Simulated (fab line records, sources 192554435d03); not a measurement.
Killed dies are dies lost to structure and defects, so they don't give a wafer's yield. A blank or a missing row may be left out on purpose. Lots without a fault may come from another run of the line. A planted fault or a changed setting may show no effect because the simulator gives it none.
Which tool did it? | flow n5_finfet | 12 lots, 32 wafers sampled, at 2 steps of a route of 1938

WHAT THE GAUGES READ, wafer by wafer
N5_BEOL_M2_OVL_MEAS_12.
lot  | measured     | on         | M2_OVL (nm)
L448 | day 6 11:35  | overlay-02 | -1.0 -0.4
L450 | day 7 02:28  | overlay-01 | -0.6 0.2 -0.5
L452 | day 7 11:53  | overlay-01 | 1.9 0.5 1.1
L454 | day 8 08:22  | overlay-01 | -0.6 -0.6 -0.3
L456 | day 8 15:54  | overlay-01 | -0.5 -0.6 -0.9
L459 | day 9 03:35  | overlay-02 | 0.3 -0.6
L460 | day 9 22:25  | overlay-01 | -0.1 0.3 0.2
L464 | day 10 12:08 | overlay-02 | 0.2
L466 | day 11 00:18 | overlay-01 | 1.1 0.2 0.9
L467 | day 11 10:16 | overlay-01 | 0.7 1.8 -0.3
L468 | day 11 21:14 | overlay-01 | 1.0 0.5 0.8
L469 | day 13 14:47 | overlay-01 | -0.3 -0.5 -0.8

WHICH TOOL RAN EACH LOT (tool, then ch and the chambers of the sampled wafers, then the start)
lot  | N5_BEOL_M1_ANNEAL_87
L448 | pvd_sputter-01, day 6 07:42
L450 | pvd_sputter-02, day 6 21:14
L452 | pvd_sputter-02, day 7 07:55
L454 | pvd_sputter-02, day 7 23:27
L456 | pvd_sputter-03, day 8 10:04
L459 | pvd_sputter-03, day 9 00:19
L460 | pvd_sputter-01, day 9 19:17
L464 | pvd_sputter-01, day 10 09:09
L466 | pvd_sputter-03, day 10 20:30
L467 | pvd_sputter-02, day 11 07:19
L468 | pvd_sputter-02, day 11 17:49
L469 | pvd_sputter-02, day 12 02:53
- N5_BEOL_M1_ANNEAL_87: time 240 s.

WHAT THE TOOLS THEMSELVES READ (means of the sampled wafers that have a number; where no wafer has one, the mark that the record gives instead)
N5_BEOL_M1_ANNEAL_87.
lot  | tool           | heater_power_w (W) | susceptor_temp_C (C) | susceptor_temp_C_max
L448 | pvd_sputter-01 | 764                | 399.75               | 401.1
L450 | pvd_sputter-02 | 792                | 399.98               | 400.9
L452 | pvd_sputter-02 | 864                | 400.12               | 401.4
L454 | pvd_sputter-02 | 797                | 400.05               | 401.0
L456 | pvd_sputter-03 | 852                | 400.14               | 401.0
L459 | pvd_sputter-03 | 953                | 400.38               | 401.3
L460 | pvd_sputter-01 | 794                | 400.15               | 401.3
L464 | pvd_sputter-01 | 812                | 400.00               | 401.0
L466 | pvd_sputter-03 | 921                | 399.91               | 400.5
L467 | pvd_sputter-02 | 787                | 400.30               | 401.3
L468 | pvd_sputter-02 | 862                | 399.93               | 401.3
L469 | pvd_sputter-02 | 819                | 399.91               | 400.8

THE ANSWER, worked out from the rows above alone
Rule: what is usual is taken from the lots themselves. Put in order of their means at a reading, lots are off if they are a third of the lots or fewer, leave a main group of 4 or more, and stand apart from it by a gap of 3 or more times the standard deviation of the main group's means; of several such gaps the widest counts. A main group whose means are all the same, to the digits that the tables above print for the reading, isn't used. A lot without any number at a reading at which 4 lots or more have one is off too. The other lots that the step has rows for count as sound. The gauges are gone through in route order, then the tools' own readings, and for those a lot's mean is taken as printed above. The first step at which some lot is off is used, and at that step the reading that is off furthest; a lot without a number counts as furthest.
No lot is off at any reading shown: from this, nothing can be told.

WHAT THE SIMULATOR HAD PUT IN
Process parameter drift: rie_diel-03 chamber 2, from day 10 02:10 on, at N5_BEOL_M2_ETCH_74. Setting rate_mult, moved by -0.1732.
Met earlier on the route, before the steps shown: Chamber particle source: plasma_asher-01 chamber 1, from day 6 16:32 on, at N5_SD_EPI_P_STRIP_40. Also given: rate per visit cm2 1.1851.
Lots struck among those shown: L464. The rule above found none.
